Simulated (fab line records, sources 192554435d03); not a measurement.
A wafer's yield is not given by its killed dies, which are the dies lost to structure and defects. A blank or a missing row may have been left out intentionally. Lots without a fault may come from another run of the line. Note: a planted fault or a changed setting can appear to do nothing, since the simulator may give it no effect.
Split-lot experiment / flow n5 finfet / 21 wafers read from 7 lots, route of 1938 steps

## SPLIT DETAILS
At N5_MOL_CONTACT_COAG_COAT_76 (time 60 s, resist thk 10 nm), the setting spin rpm was moved away from the recipe's 1500 rpm on 4 of the 21 wafers read, by -7.7% to +10.1%. For the rest of the wafers, this setting stayed at what the recipe calls for.

## FROM THE SPLIT TO THE READING: what the file shows between them, 4 steps
- N5_MOL_CONTACT_COAG_COAT_77: time 60 s, resist thk 10 nm
- N5_MOL_CONTACT_COAG_COAT_78: resist thk 40 nm
- N5_MOL_CONTACT_COAG_DESCUM_88: chemistry O2, time 7 s
- N5_MOL_CONTACT_COAG_ETCH_89: etches underlayer in N2/H2, target depth 13 nm, time 10.4 s

## THE READING
etch.depth nm (the simulator's own value, which no gauge read), in nm, at N5_MOL_CONTACT_COAG_ETCH_90 (etches SiARC in CF4, target depth 13 nm, time 21.7 s). The file does not state a usual value for it. Average 10.015 nm, standard deviation 0.03 nm, over the 17 wafers here run with the recipe.

wafer=L074.1; tool, chamber at the split=litho track-05, 0; spin rpm as run, rpm=1500; against the recipe=recipe; etch.depth nm, nm=10.01; against lot-mates on the recipe=-
wafer=L074.3; tool, chamber at the split=litho track-05, 0; spin rpm as run, rpm=1500; against the recipe=recipe; etch.depth nm, nm=9.995; against lot-mates on the recipe=-
wafer=L074.4; tool, chamber at the split=litho track-05, 0; spin rpm as run, rpm=1500; against the recipe=recipe; etch.depth nm, nm=9.993; against lot-mates on the recipe=-
wafer=L081.4; tool, chamber at the split=litho track-01, 0; spin rpm as run, rpm=1500; against the recipe=recipe; etch.depth nm, nm=10.05; against lot-mates on the recipe=-
wafer=L081.5; tool, chamber at the split=litho track-01, 0; spin rpm as run, rpm=1500; against the recipe=recipe; etch.depth nm, nm=10.05; against lot-mates on the recipe=-
wafer=L081.6; tool, chamber at the split=litho track-01, 0; spin rpm as run, rpm=1384; against the recipe=-7.7%; etch.depth nm, nm=10.46; against lot-mates on the recipe=+0.410
wafer=L084.1; tool, chamber at the split=litho track-04, 0; spin rpm as run, rpm=1500; against the recipe=recipe; etch.depth nm, nm=10.03; against lot-mates on the recipe=-
wafer=L084.2; tool, chamber at the split=litho track-04, 0; spin rpm as run, rpm=1407; against the recipe=-6.2%; etch.depth nm, nm=10.36; against lot-mates on the recipe=+0.330
wafer=L084.6; tool, chamber at the split=litho track-04, 0; spin rpm as run, rpm=1407; against the recipe=-6.2%; etch.depth nm, nm=10.37; against lot-mates on the recipe=+0.340
wafer=L086.3; tool, chamber at the split=litho track-05, 0; spin rpm as run, rpm=1652; against the recipe=+10.1%; etch.depth nm, nm=9.506; against lot-mates on the recipe=-0.468
wafer=L086.4; tool, chamber at the split=litho track-05, 0; spin rpm as run, rpm=1500; against the recipe=recipe; etch.depth nm, nm=9.977; against lot-mates on the recipe=-
wafer=L086.5; tool, chamber at the split=litho track-05, 0; spin rpm as run, rpm=1500; against the recipe=recipe; etch.depth nm, nm=9.97; against lot-mates on the recipe=-
wafer=L089.2; tool, chamber at the split=litho track-01, 0; spin rpm as run, rpm=1500; against the recipe=recipe; etch.depth nm, nm=9.965; against lot-mates on the recipe=-
wafer=L089.3; tool, chamber at the split=litho track-01, 0; spin rpm as run, rpm=1500; against the recipe=recipe; etch.depth nm, nm=9.987; against lot-mates on the recipe=-
wafer=L089.6; tool, chamber at the split=litho track-01, 0; spin rpm as run, rpm=1500; against the recipe=recipe; etch.depth nm, nm=9.996; against lot-mates on the recipe=-
wafer=L090.2; tool, chamber at the split=litho track-01, 0; spin rpm as run, rpm=1500; against the recipe=recipe; etch.depth nm, nm=10.03; against lot-mates on the recipe=-
wafer=L090.3; tool, chamber at the split=litho track-01, 0; spin rpm as run, rpm=1500; against the recipe=recipe; etch.depth nm, nm=10.04; against lot-mates on the recipe=-
wafer=L090.5; tool, chamber at the split=litho track-01, 0; spin rpm as run, rpm=1500; against the recipe=recipe; etch.depth nm, nm=10.06; against lot-mates on the recipe=-
wafer=L091.3; tool, chamber at the split=litho track-01, 0; spin rpm as run, rpm=1500; against the recipe=recipe; etch.depth nm, nm=10.02; against lot-mates on the recipe=-
wafer=L091.4; tool, chamber at the split=litho track-01, 0; spin rpm as run, rpm=1500; against the recipe=recipe; etch.depth nm, nm=10.04; against lot-mates on the recipe=-
wafer=L091.6; tool, chamber at the split=litho track-01, 0; spin rpm as run, rpm=1500; against the recipe=recipe; etch.depth nm, nm=10.04; against lot-mates on the recipe=-

FIT RESULTS
A straight line over all 21 wafers: etch.depth nm changes by -0.0539 nm for each +1% of spin rpm; r = -0.99; the points scatter about the line by 0.03 nm.
The same after taking each lot's own level away (the mean of its wafers on the recipe; 21 wafers): -0.0502 nm for each +1%; r = -1.00; scatter 0.015 nm.
According to that fit, moving spin rpm by its largest amount changes the reading by 0.51 nm.
Across the lots, their own levels run from 9.9735 to 10.0500 nm, a range of 2.6 times the standard deviation given above.
So the lot-to-lot level changes the slope little: the two slopes agree.
Check: with one of the wafers moved furthest among these (+10.1%) left out of the fit, the line predicts -0.543 nm for it against its lot-mates. It came out at -0.468 nm against them.

## OTHER SPLITS APPLIED TO THESE WAFERS
These wafers also went through other splits before the reading. Each is held against what the fit with the lots' levels taken away leaves over:
other split on the same wafers=N5_SDB_EXPOSE_08 dose mj; wafers away from the commonest value=5; r with etch.depth nm (lot level and that fit taken away)=+0.50
other split on the same wafers=N5_SDB_ETCH_18 source w; wafers away from the commonest value=2; r with etch.depth nm (lot level and that fit taken away)=-0.23
other split on the same wafers=N5_HKMG_FIN_DESCUM_53 time s; wafers away from the commonest value=10; r with etch.depth nm (lot level and that fit taken away)=-0.01
other split on the same wafers=N5_HKMG_FIN_ETCH_58 source w; wafers away from the commonest value=6; r with etch.depth nm (lot level and that fit taken away)=-0.05
other split on the same wafers=N5_GATE_CUT_COAT_27 spin rpm; wafers away from the commonest value=6; r with etch.depth nm (lot level and that fit taken away)=-0.42
other split on the same wafers=N5_GATE_CUT_DESCUM_18 time s; wafers away from the commonest value=5; r with etch.depth nm (lot level and that fit taken away)=+0.21
other split on the same wafers=N5_MOL_CONTACT_COAG_ALD_27 time s; wafers away from the commonest value=8; r with etch.depth nm (lot level and that fit taken away)=+0.02

## THE WHOLE CHAIN: every reading that the file lists as answering this split, in the file's order
step=N5_MOL_CONTACT_COAG_COAT_76; what it does=time 60 s, resist thk 10 nm; reading=SiARC_of_MOL_CONTACT_COAG_COAT_76.thk nm (the simulator's own value, which no gauge read); change (the file's fit)=-0.0479 nm for each +1% of the setting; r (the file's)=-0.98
step=N5_MOL_CONTACT_COAG_ETCH_90; what it does=etches SiARC in CF4, target depth 13 nm, time 21.7 s; reading=etch.depth nm (the simulator's own value, which no gauge read); change (the file's fit)=-0.0496 nm for each +1% of the setting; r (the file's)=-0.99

## THE FILE'S OWN FIT
etch.depth nm changes by -0.0496 nm for each +1% of spin rpm, r = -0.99.
